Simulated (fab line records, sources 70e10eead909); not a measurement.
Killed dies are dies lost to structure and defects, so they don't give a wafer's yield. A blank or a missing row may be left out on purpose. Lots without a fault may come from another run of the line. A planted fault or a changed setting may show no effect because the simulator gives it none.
Chamber matching | flow nand_harc | NHARC_P_M2_PRE_CLEAN_32 on pecvd-03: 3 sister chambers
The step time 12 s. 27 wafers are shown with their chamber, then 12 later ones without.

WAFERS WITH THEIR CHAMBER
wafer  | chamber | heater_power_w (W)
L074.3 | 2       | 627
L074.4 | 1       | 532
L074.6 | 0       | 713
L074.1 | 1       | 527
L074.2 | 0       | 713
L074.5 | 2       | 648
L077.3 | 2       | 718
L077.4 | 2       | 720
L077.5 | 1       | 563
L078.2 | 2       | 706
L078.3 | 0       | 719
L078.5 | 2       | 704
L082.1 | 0       | 742
L082.3 | 2       | 626
L082.6 | 0       | 729
L082.2 | 1       | 448
L082.4 | 2       | 630
L082.5 | 1       | 452
L084.2 | 1       | 528
L084.5 | 0       | 737
L084.6 | 1       | 538
L087.4 | 0       | 754
L087.5 | 2       | 686
L087.6 | 1       | 529
L089.1 | 2       | 723
L089.2 | 0       | 636
L089.3 | 1       | 519

SIGNATURES (means of the wafers above)
reading        | chamber 0 | chamber 1 | chamber 2 | scatter within a chamber
heater_power_w | 717.88    | 515.11    | 678.80    | 39.1
Rule: a wafer's distance from a chamber is the root of the sum, over the readings, of the square of ((its reading less the chamber's mean) divided by the reading's scatter). The wafer belongs to the nearest chamber; if the next one is less than 2 further off, it can't be placed. The scatter: the root of (the sum of the squares of (reading less its chamber's mean) over the shown wafers, divided by (wafers less chambers)).

WAFERS WITHOUT THEIR CHAMBER
wafer  | heater_power_w (W)
L088.2 | 467
L088.5 | 464
L088.6 | 700
L093.1 | 503
L093.2 | 746
L093.5 | 491
L095.1 | 719
L095.2 | 491
L095.5 | 496
L095.3 | 729
L095.4 | 718
L095.6 | 721

WHICH CHAMBER EACH WENT THROUGH
wafer  | from the rows above     | in truth
L088.2 | 1                       | 1
L088.5 | 1                       | 1
L088.6 | can't be placed: 0 or 2 | 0
L093.1 | 1                       | 1
L093.2 | can't be placed: 0 or 2 | 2
L093.5 | 1                       | 1
L095.1 | can't be placed: 0 or 2 | 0
L095.2 | 1                       | 1
L095.5 | 1                       | 1
L095.3 | can't be placed: 0 or 2 | 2
L095.4 | can't be placed: 0 or 2 | 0
L095.6 | can't be placed: 0 or 2 | 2
Placed correctly: 6 of 12. Can't be placed from these rows: 6 (the true chamber is among the candidates in 6). Placed wrongly: 0.
